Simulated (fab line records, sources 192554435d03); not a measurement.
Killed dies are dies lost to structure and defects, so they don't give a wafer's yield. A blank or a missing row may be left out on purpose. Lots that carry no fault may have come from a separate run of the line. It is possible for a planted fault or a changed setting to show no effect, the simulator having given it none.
Which tool was responsible? + flow n5 finfet + 11 lots with 29 wafers sampled at 5 steps, on a route of 1938 steps

## WHAT THE GAUGES SHOWED, per wafer
N5_BEOL_M2_THK_MEAS_01.
| lot  | measured     | on            | M2_ILD_THK (nm)   |
|------|--------------|---------------|-------------------|
| L411 | day 6 13:52  | film metro-01 | 77.9 78.0 78.7    |
| L413 | day 6 21:43  | film metro-01 | 78.4 79.7 78.8    |
| L415 | day 7 15:49  | film metro-01 | 77.1 79.1         |
| L417 | day 7 22:57  | film metro-01 | 78.8 80.1         |
| L418 | day 8 01:41  | film metro-01 | 79.4 79.3         |
| L420 | day 8 17:41  | film metro-02 | 158.8 162.0 158.9 |
| L419 | day 9 02:07  | film metro-02 | 78.6 78.9 80.4    |
| L423 | day 9 20:17  | film metro-02 | 79.1 81.0         |
| L429 | day 11 11:15 | film metro-02 | 158.0 156.3 159.3 |
| L431 | day 12 05:11 | film metro-02 | 77.8 77.2 79.2    |
| L432 | day 12 05:27 | film metro-01 | 79.3 81.3 80.4    |

N5_BEOL_M4_RC_MEAS_101.
| lot  | measured     | on        | DIBL_N (mV/V)  | DIBL_P (mV/V)  | IOFF_N (nA/um) | IOFF_P (nA/um) | ION_N (uA/um) | ION_P (uA/um) | SS_N (mV/dec)  | SS_P (mV/dec)  | VT_N (mV)   | VT_P (mV)            |
|------|--------------|-----------|----------------|----------------|----------------|----------------|---------------|---------------|----------------|----------------|-------------|----------------------|
| L411 | day 8 08:11  | prober-02 | 37.7 40.3 35.7 | 39.0 41.7 37.3 | 0.19 0.25 0.17 | 0.24 0.30 0.22 | 689 708 694   | 474 481 478   | 70.9 71.5 70.7 | 72.4 73.9 72.3 | 242 240 244 | -246.0 -244.5 -247.6 |
| L413 | day 9 01:29  | prober-02 | 29.6 38.5 38.8 | 29.3 39.2 39.7 | 0.08 0.23 0.24 | 0.13 0.27 0.27 | 641 693 691   | 453 474 465   | 70.4 71.8 72.6 | 72.0 74.0 74.1 | 259 244 245 | -254.3 -245.1 -245.0 |
| L415 | day 9 05:28  | prober-02 | 35.9 38.0      | 35.7 37.9      | 0.13 0.19      | 0.19 0.22      | 645 697       | 447 470       | 71.4 71.5      | 73.9 74.1      | 255 246     | -252.4 -249.1        |
| L417 | day 9 20:19  | prober-01 | 35.9 36.5      | 37.5 38.6      | 0.16 0.16      | 0.20 0.23      | 672 661       | 460 454       | 71.6 71.9      | 73.0 73.5      | 249 250     | -250.0 -248.3        |
| L418 | day 9 21:51  | prober-02 | 32.4 36.9      | 32.2 36.6      | 0.11 0.18      | 0.17 0.23      | 673 680       | 463 460       | 70.6 72.2      | 72.5 73.7      | 253 248     | -250.5 -249.3        |
| L419 | day 10 15:54 | prober-02 | 37.2 38.9 35.4 | 35.2 36.9 33.4 | 0.17 0.19 0.13 | 0.20 0.22 0.17 | 675 687 670   | 458 469 463   | 71.4 71.9 71.0 | 72.9 73.0 72.4 | 249 250 255 | -251.0 -249.8 -253.7 |
| L423 | day 11 07:35 | prober-01 | 36.4 38.4      | 36.0 38.3      | 0.16 0.21      | 0.19 0.23      | 690 670       | 464 450       | 70.8 72.7      | 73.7 73.3      | 249 245     | -250.6 -248.7        |
| L431 | day 13 21:52 | prober-01 | 34.8 34.6 37.2 | 32.2 30.8 34.4 | 0.11 0.10 0.14 | 0.18 0.16 0.21 | 671 649 669   | 458 457 468   | 71.5 71.3 71.7 | 72.6 72.3 73.1 | 254 258 252 | -251.6 -251.8 -248.4 |
| L432 | day 13 22:04 | prober-02 | 33.6 34.4 37.1 | 33.1 32.8 36.3 | 0.12 0.14 0.17 | 0.17 0.16 0.21 | 673 679 673   | 463 453 449   | 70.5 71.0 72.3 | 72.1 72.0 73.5 | 251 252 250 | -255.0 -253.8 -249.5 |

## TOOL THAT RAN EACH LOT (tool first, then ch and the chambers of the sampled wafers, then the start)
| lot  | N5_BEOL_M1_CMP_52             | N5_BEOL_M1_CO_CAP_55             | N5_BEOL_M2_ILD_DEP_00           |
|------|-------------------------------|----------------------------------|---------------------------------|
| L411 | cmp-03 ch 0,1, day 6 13:11    | cvd co-01 ch 0,2, day 6 13:34    | pecvd-04 ch 0,1, day 6 13:48    |
| L413 | cmp-03 ch 0,1, day 6 21:02    | cvd co-02 ch 0,1, day 6 21:24    | pecvd-04 ch 0,1,2, day 6 21:39  |
| L415 | cmp-03 ch 0,2, day 7 15:10    | cvd co-02 ch 0,1, day 7 15:30    | pecvd-03 ch 0,2, day 7 15:45    |
| L417 | cmp-04 ch 0,1, day 7 22:14    | cvd co-01 ch 1,2, day 7 22:38    | pecvd-03 ch 1,2, day 7 22:53    |
| L418 | cmp-03 ch 1,2, day 8 01:05    | cvd co-01 ch 0,2, day 8 01:25    | pecvd-03 ch 0,1, day 8 01:38    |
| L420 | cmp-03 ch 0,1,2, day 8 16:35  | cvd co-02 ch 0,1,2, day 8 16:57  | pecvd-04 ch 0,2, day 8 17:14    |
| L419 | cmp-04 ch 0,2,3, day 9 01:28  | cvd co-02 ch 1,2, day 9 01:47    | pecvd-04 ch 0,1,2, day 9 02:02  |
| L423 | cmp-01 ch 0, day 9 19:34      | cvd co-02 ch 0, day 9 19:58      | pecvd-04 ch 0,1, day 9 20:12    |
| L429 | cmp-04 ch 0,1,2, day 11 10:22 | cvd co-01 ch 1,2, day 11 10:42   | pecvd-03 ch 0,2, day 11 10:56   |
| L431 | cmp-01 ch 0,2, day 12 04:26   | cvd co-01 ch 1, day 12 04:50     | pecvd-03 ch 0,1, day 12 05:07   |
| L432 | cmp-03 ch 0,1,2, day 12 04:52 | cvd co-02 ch 0,1,2, day 12 05:10 | pecvd-03 ch 0,1,2, day 12 05:24 |
- N5_BEOL_M1_CMP_52: polishes, stops on SiOC, t overpolish 6.8 s, target thk 40 nm.
- N5_BEOL_M1_CO_CAP_55: material Co, precursor CCTBA/H2, target thk 2 nm, time 102.1 s.
- N5_BEOL_M2_ILD_DEP_00: deposits SiOC from DEMS/O2, target thk 79 nm, time 15.3 s.

## WHAT THE TOOLS THEMSELVES READ (means of the sampled wafers that have a number; where no wafer has one, the mark that the record gives instead)
N5_BEOL_M1_CMP_52.
| lot  | tool   | barrier field endpoint s (s) | clearing platen down force psi (psi) | edge zone pressure frac | motor current A (A) | overpolish run s (s) | slurry filter dp kPa (kPa) | time to endpoint s (s) |
|------|--------|------------------------------|--------------------------------------|-------------------------|---------------------|----------------------|----------------------------|------------------------|
| L411 | cmp-03 | 23.9                         | 1.4960                               | 0.998                   | 5.4                 | 6.804                | 13.46                      | 54                     |
| L413 | cmp-03 | 24.3                         | 1.5013                               | 1.000                   | 5.4                 | 6.807                | 13.44                      | 60                     |
| L415 | cmp-03 | 26.6                         | 1.5013                               | 0.998                   | 5.6                 | 6.803                | 13.45                      | 68                     |
| L417 | cmp-04 | 24.9                         | 1.5002                               | 1.002                   | 7.2                 | 6.801                | 13.57                      | 61                     |
| L418 | cmp-03 | 25.1                         | 1.5023                               | 1.006                   | 5.7                 | 6.799                | 13.49                      | 64                     |
| L420 | cmp-03 | 24.3                         | 1.4969                               | 1.001                   | 5.5                 | 6.804                | 13.45                      | 59                     |
| L419 | cmp-04 | 24.7                         | 1.4995                               | 1.003                   | 6.6                 | 6.803                | 13.57                      | 58                     |
| L423 | cmp-01 | 25.6                         | 1.5007                               | 0.996                   | 6.8                 | 6.792                | 13.42                      | 65                     |
| L429 | cmp-04 | 24.6                         | 1.4979                               | 0.999                   | 7.2                 | 6.804                | 13.54                      | 62                     |
| L431 | cmp-01 | 24.9                         | 1.4966                               | 0.994                   | 6.9                 | 6.803                | 13.54                      | 66                     |
| L432 | cmp-03 | 24.7                         | 1.4998                               | 0.995                   | 5.6                 | 6.805                | 13.45                      | 64                     |

N5_BEOL_M1_CO_CAP_55.
| lot  | tool      | heater power w (W) |
|------|-----------|--------------------|
| L411 | cvd co-01 | 233                |
| L413 | cvd co-02 | 233                |
| L415 | cvd co-02 | 238                |
| L417 | cvd co-01 | 235                |
| L418 | cvd co-01 | 234                |
| L420 | cvd co-02 | 241                |
| L419 | cvd co-02 | 244                |
| L423 | cvd co-02 | 234                |
| L429 | cvd co-01 | 232                |
| L431 | cvd co-01 | 231                |
| L432 | cvd co-02 | 245                |

N5_BEOL_M2_ILD_DEP_00.
| lot  | tool     | heater power w (W) | showerhead plenum p Torr (Torr) | throttle valve pct (%) |
|------|----------|--------------------|---------------------------------|------------------------|
| L411 | pecvd-04 | 399                | 5.673                           | 12.2                   |
| L413 | pecvd-04 | 446                | 5.676                           | 12.2                   |
| L415 | pecvd-03 | 458                | 5.702                           | 11.6                   |
| L417 | pecvd-03 | 425                | 5.690                           | 11.4                   |
| L418 | pecvd-03 | 446                | 5.698                           | 12.6                   |
| L420 | pecvd-04 | 448                | 5.668                           | 12.0                   |
| L419 | pecvd-04 | 448                | 5.679                           | 12.2                   |
| L423 | pecvd-04 | 460                | 5.671                           | 12.3                   |
| L429 | pecvd-03 | 430                | 5.702                           | 12.1                   |
| L431 | pecvd-03 | 416                | 5.692                           | 12.7                   |
| L432 | pecvd-03 | 425                | 5.695                           | 12.1                   |

## THE ANSWER, worked out from the rows above alone
Rule: the lots themselves supply what counts as usual. The widest of any qualifying gaps counts: lots, ordered by their means at a reading, are off when they make up no more than a third of the lots, leave a main group of 4 or more, and stand apart from it by 3 or more times the standard deviation of that group's means. Not used: any main group whose means are identical at the precision the tables above print for the reading. A lot without any number at a reading at which 4 lots or more have one is off too. Any other lot the step has rows for is counted as sound. First the gauges in route order, then the tools' own readings, where a lot's mean is used as printed above. The first step at which some lot is off is used, and at that step the reading that is off furthest; a lot without a number counts as furthest.
Off: at N5_BEOL_M2_THK_MEAS_01 (M2_ILD_THK), L420, L429. Mean 79.1 nm and standard deviation 0.78 in the main group.
If a tool, at a process step before that reading, ran all the lots that are off and no sound lot after the first of them, it fits. Those tools and the gauges at N5_BEOL_M2_THK_MEAS_01 are tried in the same way. Not one of the candidates tried fits.

## WHAT THE SIMULATOR HAD PUT IN
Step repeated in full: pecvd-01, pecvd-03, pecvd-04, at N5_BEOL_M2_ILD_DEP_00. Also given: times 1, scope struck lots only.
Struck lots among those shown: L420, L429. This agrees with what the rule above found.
